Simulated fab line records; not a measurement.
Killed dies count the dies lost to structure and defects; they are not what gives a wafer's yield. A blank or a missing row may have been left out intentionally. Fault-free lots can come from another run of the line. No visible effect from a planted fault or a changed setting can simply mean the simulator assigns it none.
A single fault, viewed from 3 desks + flow n5 finfet + each desk has only its own numbers; what lay behind them comes last

THE DEFECT DESK
Per lot, the means of the sampled wafers with a number show what the inspections along the route counted. A lot is out of limits, marked OUT, if its mean lies more than 4 standard deviations from the usual mean; the brackets give that distance.
Columns: A = raw defect count at N5_BEOL_M4_INSPECT_59, usual 74
| lot  | first seen here | A  |
|------|-----------------|----|
| L301 | day 10 12:14    | 64 |
| L306 | day 12 22:34    | 60 |
| L308 | day 13 22:38    | 47 |
| L310 | day 14 19:53    | 73 |
| L312 | day 15 15:50    | 62 |
Finding of this desk: none of the 5 lots has anything out of limits.

THE TOOL OWNER'S DESK: litho track-02
The tool's own readings at N5_BEOL_M5_COAT_60 (time 60 s, resist thk 12 nm): means of the sampled wafers that have a number, for each lot that ran on this tool. A lot is out of limits, marked OUT, if its mean lies more than 4 standard deviations from the usual mean; the brackets give that distance.
Columns: A = run length s at N5_BEOL_M5_COAT_60, usual 66.07 s
| lot  | first seen here | A               |
|------|-----------------|-----------------|
| L301 | day 10 15:23    | 68.77 (+15) OUT |
| L312 | day 15 18:00    | 66.16           |
This desk's finding: out of limits on L301; first on L301, day 10 15:23 (run length s at N5_BEOL_M5_COAT_60). Within limits: L312.

THE METROLOGY DESK
Lot by lot, what the gauges showed, no matter which tool ran the lot: averages of those sampled wafers that carry a number. A lot is out of limits, marked OUT, if its mean lies more than 4 standard deviations from the usual mean; the brackets give that distance. 7 of its 12 readings are shown, namely those furthest out on some lot.
Columns: A = M4_RS at N5_BEOL_M4_RS_MEAS_58, usual 0.67 ohm/sq; B = DIBL_P at N5_BEOL_M4_RC_MEAS_101, usual 36.6 mV/V; C = IOFF_P at N5_BEOL_M4_RC_MEAS_101, usual 0.23 nA/um; D = ION_N at N5_BEOL_M4_RC_MEAS_101, usual 682 uA/um; E = ION_P at N5_BEOL_M4_RC_MEAS_101, usual 468 uA/um; F = VT_N at N5_BEOL_M4_RC_MEAS_101, usual 248 mV; G = VT_P at N5_BEOL_M4_RC_MEAS_101, usual -248.9 mV
| lot  | first seen here | A    | B    | C    | D   | E   | F   | G      |
|------|-----------------|------|------|------|-----|-----|-----|--------|
| L301 | day 10 12:12    | 0.66 | 35.4 | 0.21 | 674 | 462 | 252 | -249.9 |
| L306 | day 12 22:32    | 0.63 | 36.9 | 0.29 | 697 | 481 | 243 | -242.8 |
| L308 | day 13 22:36    | 0.64 | 38.9 | 0.24 | 683 | 466 | 247 | -248.0 |
| L310 | day 14 19:52    | 0.66 | 35.8 | 0.20 | 672 | 459 | 247 | -252.0 |
| L312 | day 15 15:49    | 0.61 | 34.1 | 0.23 | 685 | 474 | 249 | -245.9 |
Finding of this desk: none of the 5 lots has anything out of limits.

TAKEN TOGETHER
At day 10 15:23, on L301, the tool owner's desk was in a position to raise an alarm.
No out-of-limits result turned up at the defect desk.
The metrology desk saw nothing out of limits.
The defect desk has L301 on record, within its limits.
The metrology desk holds a record of L301, inside its limits.
On litho track-02, each named lot ran N5_BEOL_M5_COAT_60.

WHAT WAS PUT IN BY THE SIMULATOR
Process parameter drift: litho track-02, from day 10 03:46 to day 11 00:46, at N5_BEOL_M5_COAT_60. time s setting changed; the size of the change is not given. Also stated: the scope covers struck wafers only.
Shown lots that were struck: L301.
Each desk's first reading out of limits, in hours after the fault started: the tool owner's desk, 12.
